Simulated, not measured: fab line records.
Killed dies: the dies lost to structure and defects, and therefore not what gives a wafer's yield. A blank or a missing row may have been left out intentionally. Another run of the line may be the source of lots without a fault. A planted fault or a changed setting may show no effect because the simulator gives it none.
Split-lot study :: flow n5_finfet :: route with 1938 steps; 7 lots, 21 wafers read

== THE SPLIT ITSELF ==
At N5_BEOL_M0_SAQP_SPACER2_ALD_26 (deposits SiO2, target thk 15 nm, pulse time 1 s, purge time 2 s), the setting target_thk_a was moved away from the recipe's 150 angstrom on 11 of the 21 wafers read, by -12.9% to +13.3%. All remaining wafers had this setting at the recipe value.

== FROM THE SPLIT TO THE READING: what the file shows between them, 2 steps ==
- N5_BEOL_M0_SAQP_SPACER2_ETCHBACK_27: etches SiO2 in CHF3/O2, target depth 22.5 nm, time 11.25 s
- N5_BEOL_M0_SAQP_MANDREL2_REMOVE_110: chemistry HBr/Cl2/O2, target a-Si, stops on SiCN, bt time 10 s

== THE READING ==
cd_nm (nm) at N5_BEOL_M0_SAQP_CD_MEAS_29, where the cd target is 14.4 nm. On this fab line, fault-free wafers typically give 14.95 nm with a standard deviation of 0.26 nm.

wafer: L075.1
tool, chamber at the split: ald_sin-02, 0
target_thk_a as run, angstrom: 150
against the recipe: recipe
cd_nm, nm: 15.04
against lot-mates on the recipe: -

wafer: L075.3
tool, chamber at the split: ald_sin-02, 1
target_thk_a as run, angstrom: 150
against the recipe: recipe
cd_nm, nm: 14.86
against lot-mates on the recipe: -

wafer: L075.6
tool, chamber at the split: ald_sin-02, 3
target_thk_a as run, angstrom: 165.8
against the recipe: +10.5%
cd_nm, nm: 16.60
against lot-mates on the recipe: +1.65

wafer: L076.2
tool, chamber at the split: ald_sin-02, 2
target_thk_a as run, angstrom: 130.7
against the recipe: -12.9%
cd_nm, nm: 12.70
against lot-mates on the recipe: -2.11

wafer: L076.4
tool, chamber at the split: ald_sin-02, 3
target_thk_a as run, angstrom: 130.7
against the recipe: -12.9%
cd_nm, nm: 12.77
against lot-mates on the recipe: -2.04

wafer: L076.6
tool, chamber at the split: ald_sin-02, 2
target_thk_a as run, angstrom: 150
against the recipe: recipe
cd_nm, nm: 14.81
against lot-mates on the recipe: -

wafer: L084.2
tool, chamber at the split: ald_sin-01, 1
target_thk_a as run, angstrom: 134.6
against the recipe: -10.3%
cd_nm, nm: 13.78
against lot-mates on the recipe: no lot-mate on the recipe

wafer: L084.5
tool, chamber at the split: ald_sin-01, 3
target_thk_a as run, angstrom: 134.6
against the recipe: -10.3%
cd_nm, nm: 13.04
against lot-mates on the recipe: no lot-mate on the recipe

wafer: L084.6
tool, chamber at the split: ald_sin-01, 0
target_thk_a as run, angstrom: 134.6
against the recipe: -10.3%
cd_nm, nm: 13.82
against lot-mates on the recipe: no lot-mate on the recipe

wafer: L085.2
tool, chamber at the split: ald_sin-04, 0
target_thk_a as run, angstrom: 137.4
against the recipe: -8.4%
cd_nm, nm: 13.60
against lot-mates on the recipe: -1.18

wafer: L085.4
tool, chamber at the split: ald_sin-04, 2
target_thk_a as run, angstrom: 150
against the recipe: recipe
cd_nm, nm: 14.76
against lot-mates on the recipe: -

wafer: L085.6
tool, chamber at the split: ald_sin-04, 2
target_thk_a as run, angstrom: 150
against the recipe: recipe
cd_nm, nm: 14.80
against lot-mates on the recipe: -

wafer: L089.3
tool, chamber at the split: ald_sin-04, 0
target_thk_a as run, angstrom: 150
against the recipe: recipe
cd_nm, nm: 14.93
against lot-mates on the recipe: -

wafer: L089.5
tool, chamber at the split: ald_sin-04, 3
target_thk_a as run, angstrom: 150
against the recipe: recipe
cd_nm, nm: 15.08
against lot-mates on the recipe: -

wafer: L089.6
tool, chamber at the split: ald_sin-04, 0
target_thk_a as run, angstrom: 150
against the recipe: recipe
cd_nm, nm: 14.96
against lot-mates on the recipe: -

wafer: L091.2
tool, chamber at the split: ald_sin-02, 1
target_thk_a as run, angstrom: 150
against the recipe: recipe
cd_nm, nm: 15.27
against lot-mates on the recipe: -

wafer: L091.4
tool, chamber at the split: ald_sin-02, 3
target_thk_a as run, angstrom: 135.9
against the recipe: -9.4%
cd_nm, nm: 13.47
against lot-mates on the recipe: -1.80

wafer: L091.6
tool, chamber at the split: ald_sin-02, 1
target_thk_a as run, angstrom: 135.9
against the recipe: -9.4%
cd_nm, nm: 13.47
against lot-mates on the recipe: -1.80

wafer: L097.1
tool, chamber at the split: ald_sin-02, 1
target_thk_a as run, angstrom: 169.9
against the recipe: +13.3%
cd_nm, nm: 16.61
against lot-mates on the recipe: +1.50

wafer: L097.3
tool, chamber at the split: ald_sin-02, 0
target_thk_a as run, angstrom: 169.9
against the recipe: +13.3%
cd_nm, nm: 16.88
against lot-mates on the recipe: +1.77

wafer: L097.5
tool, chamber at the split: ald_sin-02, 1
target_thk_a as run, angstrom: 150
against the recipe: recipe
cd_nm, nm: 15.11
against lot-mates on the recipe: -

THE FIT
A straight line over all 21 wafers: cd_nm changes by +0.15 nm for each +1% of target_thk_a; r = +0.98; the points scatter about the line by 0.23 nm.
The same after taking each lot's own level away (the mean of its wafers on the recipe; 18 wafers): +0.15 nm for each +1%; r = +0.99; scatter 0.18 nm.
According to that fit, moving target_thk_a by its largest amount changes the reading by 2 nm.
Across the lots, their own levels run from 14.780 to 15.270 nm, a range of 1.9 times the standard deviation given above.
The two slopes are in agreement: the lot-to-lot level therefore moves the slope only a little.
Check: with one of the wafers moved furthest among these (+13.3%) left out of the fit, the line predicts +2.04 nm for it against its lot-mates. Against them it came out at +1.5 nm.

== THE OTHER SPLITS THESE WAFERS WENT THROUGH ==
Other splits were also applied to these wafers ahead of the reading. Each is held against what the fit with the lots' levels taken away leaves over:
other split on the same wafers: N5_MOL_CONTACT_COAG_EXPOSE_81 dose_mj
wafers away from the commonest value: 9
r with cd_nm (lot level and that fit taken away): -0.23

other split on the same wafers: N5_BEOL_M0_SAQP_PECVD_96 time_s
wafers away from the commonest value: 6
r with cd_nm (lot level and that fit taken away): -0.22

== THE WHOLE CHAIN: every reading that the file lists as answering this split, in the file's order ==
step: N5_BEOL_M0_SAQP_SPACER2_ALD_26
what it does: deposits SiO2, target thk 15 nm, pulse time 1 s, purge time 2 s
reading: SiO2_of_BEOL_M0_SAQP_SPACER2_ALD_26.thk_nm (the simulator's own value, which no gauge read)
change (the file's fit): +0.15 nm for each +1% of the setting
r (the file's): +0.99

step: N5_BEOL_M0_SAQP_MANDREL2_REMOVE_110
what it does: chemistry HBr/Cl2/O2, target a-Si, stops on SiCN, bt time 10 s
reading: BEOL_M0_SAQP.cd_nm (the simulator's own value, which no gauge read)
change (the file's fit): +0.147 nm for each +1% of the setting
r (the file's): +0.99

step: N5_BEOL_M0_SAQP_CD_MEAS_29
what it does: target cd 14.4 nm
reading: cd_nm
change (the file's fit): +0.152 nm for each +1% of the setting
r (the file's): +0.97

step: N5_BEOL_M0_HM_OPEN_105
what it does: chemistry Cl2/BCl3, target TiN, target depth 12 nm
reading: SiO2_of_BEOL_M0_SAQP_SPACER2_ALD_26.thk_nm (the simulator's own value, which no gauge read)
change (the file's fit): +0.122 nm for each +1% of the setting
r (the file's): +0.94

== FILE'S OWN FIT ==
cd_nm changes by +0.152 nm for each +1% of target_thk_a, r = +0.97.
